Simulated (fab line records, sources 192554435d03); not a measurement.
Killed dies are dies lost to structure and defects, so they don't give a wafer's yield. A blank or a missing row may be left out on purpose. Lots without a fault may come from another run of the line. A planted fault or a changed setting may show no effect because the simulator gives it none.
A struck lot beside a sound one | flow n5_finfet | 39 steps out of a route of 1938
Sound: wafers L919.2, L919.5, L919.6. Struck: wafers L934.2, L934.4. (L934.6 of the same lot was not struck and is left out.) The cause comes at the end.
At each step with rows: each side's tool, then ch and its chambers, then its first start. Under that, the readings that differ: sound wafers | struck wafers | difference of the means | sigmas: that difference in standard deviations of wafers without a fault.
alike: readings whose means differ by less than 2 such deviations, and words and numbers that are the same on both sides. not compared: withheld readings, readings that some wafer has no value for, bounds like >300 that may hide the same value, and numbers for which the record gives no deviation and whose values overlap.
The two part at a step that has a row with sigmas, a row that says differs or no value, or rows on one side only. Numbers that don't overlap but have no deviation are shown without sigmas and don't part them. A reading that every wafer of one side lacks parts them only if that side has two wafers or more.

first, 11 steps without rows for these wafers: N5_STI_FIN_REVEAL_DENSIFY_30; N5_STI_FIN_REVEAL_ETCHBACK_08 (etches SiO2 in C4F6/O2, target depth 30.5 nm, time 10.167 s); N5_STI_FIN_REVEAL_STRIP_24 (strips in N2/H2, time 90 s); N5_STI_FIN_REVEAL_PRECLEAN_25 (cleans in SPM, time 90 s); N5_STI_FIN_REVEAL_PRECLEAN_26 (cleans in SC1, time 45 s); N5_STI_FIN_REVEAL_PRECLEAN_29 (cleans in DHF, time 30 s); N5_STI_FIN_REVEAL_SRD_12 (time 30 s); N5_STI_FIN_REVEAL_RECESS_09 (chemistry HF/NH3, target SiO2, afs cycles 11, target depth 42.5 nm, sublimation time 60 s); N5_STI_FIN_REVEAL_STRIP_16 (strips SiNx in H3PO4, target depth 23.8 nm); N5_STI_FIN_REVEAL_PRECLEAN_17 (cleans in NF3:NH3, afs cycles 1, time 20 s, sublimation time 60 s); N5_STI_FIN_REVEAL_ETCH_34 (etches Si in H2, material Si, target depth 0.97 nm).
N5_STI_FIN_REVEAL_OXIDATION_31: chemistry O2 PLASMA REMOTE, time 20 s.
  sound on plasma_asher-02 ch 0,1, day 2 21:22; struck on plasma_asher-02 ch 0, day 6 17:14
  reading             | sound          | struck    | difference                    | sigmas
  o2_flow_sccm (sccm) | 2982 3005 2984 | 3014 3012 | +23                           | +2
  rf_fwd_power_W (W)  | 1978 1980 1991 | - -       | no value on the struck wafers |
  alike: drypump_motor_current_A, heater_power_w, temp_c
  not compared: rf_hours_counter_h
then, 25 steps without rows for these wafers: N5_STI_FIN_REVEAL_PRECLEAN_32 (cleans in NF3:NH3, afs cycles 1, time 20 s, sublimation time 60 s); N5_STI_FIN_REVEAL_STRIP_35 (strips Si3N4 in H3PO4, target depth 4 nm, time 39 s); N5_STI_FIN_REVEAL_SRD_21 (time 30 s); N5_STI_FIN_REVEAL_OXIDATION_33 (chemistry O2 PLASMA REMOTE, time 20 s); N5_STI_FIN_REVEAL_CLEAN_19 (cleans in O3/DIW, time 120 s); N5_STI_FIN_REVEAL_SRD_23 (time 30 s); N5_STI_FIN_REVEAL_PRECLEAN_18 (cleans in SC2, time 45 s); N5_STI_FIN_REVEAL_SRD_28 (time 30 s); N5_DUMMY_GATE_PRECLEAN_00 (cleans in O3/DIW, time 60 s); N5_DUMMY_GATE_SRD_01 (time 30 s); N5_DUMMY_GATE_ALD_02 (deposits SiO2, target thk 2 nm, pulse time 1 s); N5_DUMMY_GATE_CVD_03 (deposits a-Si from SiH4, target thk 150 nm, time 8042 s); N5_DUMMY_GATE_PRECLEAN_46 (cleans in DIW, time 89.5 s); N5_DUMMY_GATE_SRD_47 (dry time 32 s); N5_DUMMY_GATE_CMP_04 (polishes a-Si); N5_DUMMY_GATE_HM_DEP_06 (deposits SiNx from DCS/NH3, target thk 80 nm, time 5141 s); N5_DUMMY_GATE_PECVD_30 (deposits SiO2 from TEOS/O2, target thk 55 nm, time 10.8 s); N5_DUMMY_GATE_COAT_34 (time 60 s, resist thk 60 nm); N5_DUMMY_GATE_COAT_35 (time 60 s, resist thk 10 nm); N5_DUMMY_GATE_COAT_28 (time 60 s, resist thk 10 nm); N5_DUMMY_GATE_COAT_09 (resist thk 30 nm); N5_DUMMY_GATE_EBR_11; N5_DUMMY_GATE_SOFTBAKE_10 (time 60 s); N5_DUMMY_GATE_EXPOSE_12 (exposes mask GATE, target cd 25 nm); N5_DUMMY_GATE_PEB_13 (peb time 60 s).
-- the record jumps here: 6 days lie between the struck wafers' starts before and after (it left off in module DUMMY_GATE and takes up again in module BEOL_M4, whose first step shown is number 1111 of the route) --
N5_BEOL_M4_RC_MEAS_101:
  sound on prober-01 ch 0, day 8 17:26; struck on prober-01 ch 0, day 12 13:53
  reading             | sound                      | struck            | difference | sigmas
  DIBL_N (mV/V)       | 35.0 38.3 37.4             | 43.7 42.0         | +6.0       | +4
  DIBL_P (mV/V)       | 33.7 38.5 37.2             | 44.7 42.5         | +7.1       | +4
  IOFF_N (nA/um)      | 0.139 0.208 0.175          | 0.376 0.307       | +0.168     | +6
  IOFF_N_85C (nA/um)  | 2.8 3.9 3.4                | 6.5 5.5           | +2.6       | +6
  IOFF_N_LIN (nA/um)  | 0.065 0.090 0.077          | 0.162 0.140       | +0.074     | +7
  IOFF_N_LONG (nA/um) | 5.76e-05 5.65e-05 5.66e-05 | 7.01e-05 6.83e-05 | +1.23e-05  | +5
  IOFF_P (nA/um)      | 0.17 0.25 0.23             | 0.41 0.34         | +0.16      | +5
  IOFF_P_85C (nA/um)  | 3.0 4.2 3.9                | 6.5 5.6           | +2.3       | +5
  IOFF_P_LIN (nA/um)  | 0.085 0.111 0.104          | 0.179 0.162       | +0.070     | +6
  ION_N (uA/um)       | 665 685 667                | 715 707           | +39        | +4
  ION_P (uA/um)       | 450 462 460                | 486 486           | +29        | +4
  REXT_N (ohm.um)     | 73.5 73.8 72.8             | 70.3 71.2         | -2.6       | -2
  SS_N (mV/dec)       | 71.1 71.3 71.7             | 73.0 73.5         | +1.9       | +3
  SS_P (mV/dec)       | 72.8 73.7 73.2             | 76.4 75.2         | +2.6       | +5
  VT_N (mV)           | 254 247 250                | 238 237           | -13        | -4
  VT_N_LONG (mV)      | 275.2 276.5 275.0          | 268.0 269.8       | -6.7       | -3
  VT_N_LVT (mV)       | 98 93 97                   | 84 86             | -11        | -3
  VT_P (mV)           | -255 -247 -250             | -242 -244         | +8         | +3
  VT_P_LVT (mV)       | -99.8 -95.1 -96.9          | -89.3 -90.3       | +7.5       | +3
-- the record jumps here: 4 days lie between the struck wafers' starts before and after (it left off in module BEOL_M4 and takes up again in module PASSIVATION, whose first step shown is number 1936 of the route) --
N5_PASSIVATION_PROBE_49:
  sound on prober-02, day 13 14:20; struck on prober-01, day 17 01:43
  reading                  | sound          | struck    | difference | sigmas
  defect_limited_yield (%) | 88.6 88.0 90.1 | 94.2 94.1 | +5.3       | +4
  killed_at_contacts       | 19 24 14       | 7 4       | -14        | -2
  killed_at_front_end      | 68 39 49       | 25 31     | -24        | -2
  killed_dies              | 135 142 117    | 68 70     | -62        | -3
  killed_open              | 83 74 75       | 45 48     | -31        | -2
  killed_short             | 50 66 37       | 22 22     | -29        | -4
  sort_bin_4_leakage (%)   | 0 0 0          | 7.88 0.17 | +4.03      |
  sort_bin_5_function (%)  | 6.6 7.4 6.3    | 4.0 3.6   | -3.0       | -3
  sort_bin_6_memory (%)    | 4.6 4.2 3.4    | 1.8 2.0   | -2.2       | -3
  alike: killed_at_M0_to_M3, killed_at_M4_up, killed_at_other, sort_n_pass, sort_yield_pct

WHERE THEY PART
First at N5_STI_FIN_REVEAL_OXIDATION_31; last, within this record, at N5_PASSIVATION_PROBE_49.

WHY: what the simulator had put in
Process parameter drift: plasma_asher-02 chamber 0, from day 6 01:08 on, at N5_STI_FIN_REVEAL_OXIDATION_31. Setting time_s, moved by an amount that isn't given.
